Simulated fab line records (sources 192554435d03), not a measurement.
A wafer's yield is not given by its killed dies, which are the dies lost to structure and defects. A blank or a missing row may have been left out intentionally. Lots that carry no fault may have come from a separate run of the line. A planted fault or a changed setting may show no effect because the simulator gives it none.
Problem report, 8D (eight disciplines) form, completed by code + flow n5Finfet + the parts of the form that need people (team, actions taken, sign-off) are left out

## 1. WHAT WENT WRONG
Mean of oesProductAu at N5_BEOL_M7_HM_OPEN_17: 0.29 a.u. across 6 wafers in 2 lots; on wafers with no fault it is 0.68 a.u. (standard deviation 0.07). Measured from the usual mean, that is -5.5 standard deviations.
The step: chemistry Cl2/BCl3, target TiN, target depth 20 nm, overetch 6 nm.
The first sign was on wafer L981.2 at day 9 12:59, on rieMetal-01. At this step, 38 wafers from 14 lots have a number in the record. The rule behind "out" and "out of limits": a value lying over 4 standard deviations away from the usual mean. The other wafers with a number count as sound.

## 2. WHAT IT IS; WHAT IT IS NOT
| question                    | is                       | is not                                                                                                                          |
|-----------------------------|--------------------------|---------------------------------------------------------------------------------------------------------------------------------|
| which readings at this step | oesProductAu             | drypumpMotorCurrentA                                                                                                            |
| which lots                  | L981, L982               | L100, L101, L102, L979, L984, L985, L991, L993, L995, L996, L997, L999                                                          |
| which wafers of those lots  | all that have a number   | -                                                                                                                               |
| read on which tools         | rieMetal-01, rieMetal-03 | rieMetal-02                                                                                                                     |
| when                        | from day 9 12:59         | up to then (3 sound wafers); but 29 sound wafers of L100, L101, L102, L984, L985, L991, L993, L995, L996, L997, L999 came after |

## 3. SUSPECTS, AND WHAT RULES EACH OUT
Counting: a tool stays on the suspect list if, at a process step up to the reading, it processed all lots that are out and no sound lot following the first of them.
- pvdSputter-03 at N5_BEOL_M6_SPUTTER_48 (material Cu, target thk 10 nm, time 1.667 s): ruled out as a lasting fault. Following L981 (day 9 08:27), the first lot on it that is out, the sound lots L993, L996, L999 were run on it.
- rieDiel-06 at N5_BEOL_M7_ETCH_62 (etches SOC in N2/H2, target depth 110 nm, overetch 22 nm, time 165 s): ruled out as a lasting fault. Following L981 (day 9 12:48), the first lot on it that is out, the sound lots L984, L985, L991, L995, L100 were run on it.
Left after counting: nothing in the record.

## 4. THE CAUSE (what the simulator had put in)
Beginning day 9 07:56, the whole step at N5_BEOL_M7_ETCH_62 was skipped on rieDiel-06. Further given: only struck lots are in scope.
The count ruled it out by mistake, since the rule takes a fault to strike every lot its tool runs from the start of the fault on, and this one did not do so.

## 5. THE CHAIN OF EFFECTS, in route order
One row per reading whose mean, taken over the struck wafers that have a number, lies over 3 standard deviations from the usual. Only readings for which the record gives a usual standard deviation are gone through. hours: the time from each lot's start at the first step in this table that gives one to its start at this step, as a median over the lots. sigmas: the change in usual standard deviations.
| hours | step                  | reading      | usual     | on struck wafers | change | sigmas |
|-------|-----------------------|--------------|-----------|------------------|--------|--------|
| 0     | N5_BEOL_M7_HM_OPEN_17 | oesProductAu | 0.68 a.u. | 0.29             | -0.39  | -5.5   |
The process steps in it:
- N5_BEOL_M7_HM_OPEN_17: chemistry Cl2/BCl3, target TiN, target depth 20 nm, overetch 6 nm.
Readings that are blank on the struck wafers while sound wafers have them: biasW at N5_BEOL_M7_ETCH_62; chamberPressureMTorr at N5_BEOL_M7_ETCH_62; drypumpMotorCurrentA at N5_BEOL_M7_ETCH_62; oesProductAu at N5_BEOL_M7_ETCH_62; rfVppV at N5_BEOL_M7_ETCH_62; showerheadPlenumPTorr at N5_BEOL_M7_ETCH_62; throttleValvePct at N5_BEOL_M7_ETCH_62; cdNm at N5_BEOL_M7_CD_MEAS_18.

## 6. HOW IT WOULD HAVE BEEN CAUGHT EARLIER
In this record no reading fell out of limits until day 9 12:59, 5 hours after the fault had begun at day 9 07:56.
At N5_BEOL_M7_ETCH_62 the tool's readings are blank on the struck wafers, where sound wafers have them: an empty tool record is the first sign, and it was there at once.
